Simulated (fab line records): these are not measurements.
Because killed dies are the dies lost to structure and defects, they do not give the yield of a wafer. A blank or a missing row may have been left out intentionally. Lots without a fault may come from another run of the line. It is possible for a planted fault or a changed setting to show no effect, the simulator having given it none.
Split-lot study	flow n5Finfet	on a route of 1938 steps: 7 lots, 21 wafers read

== ON THE SPLIT ==
At N5_BEOL_M4_EXPOSE_25 (exposes mask V3, defocus 5 nm), the setting doseMj was moved away from the recipe's 63 on 7 of the 21 wafers read, by -4.4% to +6.0%. The other wafers ran this setting at the recipe's value.

== FROM THE SPLIT TO THE READING: what the file shows between them, 2 steps ==
- N5_BEOL_M4_PEB_26: peb time 60 s
- N5_BEOL_M4_DEVELOP_27: develop time 30 s

== THE READING ==
cdNm, in nm, at N5_BEOL_M4_CD_MEAS_28 (target cd 26.2 nm, target cd y 24.1 nm). Fault-free wafers of this fab line usually give 26.21 nm, standard deviation 0.22 nm.

wafer	tool, chamber at the split	doseMj as run	against the recipe	cdNm, nm	against lot-mates on the recipe
L074.3	euvScanner-02, 0	63	recipe	26.26	-
L074.4	euvScanner-02, 0	63	recipe	26.36	-
L074.5	euvScanner-02, 0	60.25	-4.4%	25.08	-1.23
L080.1	euvScanner-01, 0	64.33	+2.1%	26.98	+0.70
L080.2	euvScanner-01, 0	63	recipe	26.28	-
L080.3	euvScanner-01, 0	64.33	+2.1%	26.59	+0.31
L083.1	euvScanner-01, 0	63	recipe	26.27	-
L083.4	euvScanner-01, 0	63	recipe	26.12	-
L083.6	euvScanner-01, 0	63	recipe	26.44	-
L087.2	euvScanner-01, 0	64.7	+2.7%	26.80	+0.79
L087.4	euvScanner-01, 0	63	recipe	25.90	-
L087.6	euvScanner-01, 0	63	recipe	26.13	-
L090.3	euvScanner-01, 0	63	recipe	26.23	-
L090.4	euvScanner-01, 0	60.81	-3.5%	25.75	-0.48
L090.6	euvScanner-01, 0	60.81	-3.5%	25.52	-0.71
L091.1	euvScanner-02, 0	63	recipe	26.41	-
L091.5	euvScanner-02, 0	66.76	+6.0%	27.52	+1.30
L091.6	euvScanner-02, 0	63	recipe	26.02	-
L094.1	euvScanner-01, 0	63	recipe	26.36	-
L094.3	euvScanner-01, 0	63	recipe	26.30	-
L094.4	euvScanner-01, 0	63	recipe	26.20	-

FIT RESULTS
A straight line over all 21 wafers: cdNm changes by +0.218 nm for each +1% of doseMj; r = +0.95; the points scatter about the line by 0.16 nm.
The same after taking each lot's own level away (the mean of its wafers on the recipe; 21 wafers): +0.226 nm for each +1%; r = +0.96; scatter 0.15 nm.
On that fit, the largest move of doseMj shifts the reading by 1.4 nm.
From 26.015 to 26.310 nm: that is the span of the lots' own levels, equal to 1.3 times the standard deviation above.
The two slopes are in agreement: the lot-to-lot level therefore moves the slope only a little.
Check: for one of the wafers moved furthest among these (+6.0%), held out of the fit, the line's prediction against its lot-mates is +1.41 nm. Against them it came out at +1.3 nm.

== FILE'S OWN FIT ==
cdNm changes by +0.234 nm for each +1% of doseMj, r = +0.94.
